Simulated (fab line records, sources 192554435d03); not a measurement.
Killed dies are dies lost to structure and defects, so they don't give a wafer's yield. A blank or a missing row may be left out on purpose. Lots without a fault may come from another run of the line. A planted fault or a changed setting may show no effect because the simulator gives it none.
A struck lot beside a sound one | flow n5_finfet | 15 steps out of a route of 1938
Sound: wafers L788.2, L788.5, L788.6. Struck: wafers L802.4, L802.5. (L802.6 of the same lot was not struck and is left out.) The cause comes at the end.
At each step with rows: each side's tool, then ch and its chambers, then its first start. Under that, the readings that differ: sound wafers | struck wafers | difference of the means | sigmas: that difference in standard deviations of wafers without a fault.
alike: readings whose means differ by less than 2 such deviations, and words and numbers that are the same on both sides. not compared: withheld readings, readings that some wafer has no value for, bounds like >300 that may hide the same value, and numbers for which the record gives no deviation and whose values overlap.
The two part at a step that has a row with sigmas, a row that says differs or no value, or rows on one side only. Numbers that don't overlap but have no deviation are shown without sigmas and don't part them. A reading that every wafer of one side lacks parts them only if that side has two wafers or more.

first, 8 steps without rows for these wafers: N5_BEOL_M15_COAT_58 (time 60 s, resist thk 89 nm); N5_BEOL_M15_COAT_04 (resist thk 800 nm); N5_BEOL_M15_EBR_06; N5_BEOL_M15_SOFTBAKE_05 (time 60 s); N5_BEOL_M15_EXPOSE_07 (exposes mask V14); N5_BEOL_M15_PEB_08 (peb time 90 s); N5_BEOL_M15_DEVELOP_09 (develop time 45 s); N5_BEOL_M15_HARDBAKE_14 (time 120 s).
N5_BEOL_M15_CD_MEAS_10: target cd 360 nm.
  sound on cd_sem-01 ch 0, day 12 22:50; struck on cd_sem-01 ch 0, day 16 17:26
  alike: cd_nm
N5_BEOL_M15_OVL_MEAS_11:
  sound on overlay-01 ch 0, day 12 22:52; struck on overlay-02 ch 0, day 16 17:28
  alike: V14_OVL
N5_BEOL_M15_INSPECT_12: inspects for defects (macro).
  sound on defect_inspect-01, day 12 22:53; struck on defect_inspect-02, day 16 17:30
  reading          | sound | struck | difference | sigmas
  raw_defect_count | 2 2 1 | 4 6    | +3         | +2
N5_BEOL_M15_DESCUM_15: chemistry O2, time 7.9 s.
  sound on rie_diel-02 ch 1,2, day 12 23:14; struck on rie_diel-05 ch 1, day 16 17:41
  reading                     | sound       | struck  | difference | sigmas
  drypump_motor_current_A (A) | 6.3 6.3 5.5 | 5.2 5.2 | -0.8       | -2
  alike: bias_power_w, chamber_pressure_mTorr, oes_product_au, rf_vpp_V, showerhead_plenum_p_Torr, throttle_valve_pct
  not compared: rf_hours_counter_h
N5_BEOL_M15_ETCH_59: etches BARC in N2/H2, target depth 89 nm, overetch 26.7 nm, time 67.9 s.
  sound on rie_diel-02 ch 1,2, day 12 23:17; struck on rie_diel-05 ch 1, day 16 17:43
  reading                     | sound          | struck    | difference | sigmas
  drypump_motor_current_A (A) | 6.3 6.3 5.5    | 5.2 5.2   | -0.8       | -2
  run_length_s (s)            | 91.0 90.8 91.1 | 96.0 95.4 | +4.7       | +11
  alike: chamber_pressure_mTorr, oes_product_au, rf_vpp_V, showerhead_plenum_p_Torr, throttle_valve_pct
  not compared: rf_hours_counter_h, model.coat_of_BEOL_M15_COAT_04.thk_nm
N5_BEOL_M15_VIA_ETCH_16: etches SiO2 in C4F8/O2/Ar, target depth 1792.2 nm.
  sound on rie_diel-02 ch 1,2, day 12 23:20; struck on rie_diel-05 ch 1, day 16 17:46
  reading                     | sound          | struck    | difference | sigmas
  drypump_motor_current_A (A) | 6.4 6.4 5.5    | 5.2 5.2   | -0.9       | -3
  rf_vpp_V (V)                | 2230 2229 2213 | 2188 2187 | -36        | -2
  alike: chamber_pressure_mTorr, oes_product_au, showerhead_plenum_p_Torr, throttle_valve_pct
then, 1 step without rows for these wafers: N5_PASSIVATION_PROBE_49.

WHERE THEY PART
First at N5_BEOL_M15_INSPECT_12; last, within this record, at N5_BEOL_M15_VIA_ETCH_16.

WHY: what the simulator had put in
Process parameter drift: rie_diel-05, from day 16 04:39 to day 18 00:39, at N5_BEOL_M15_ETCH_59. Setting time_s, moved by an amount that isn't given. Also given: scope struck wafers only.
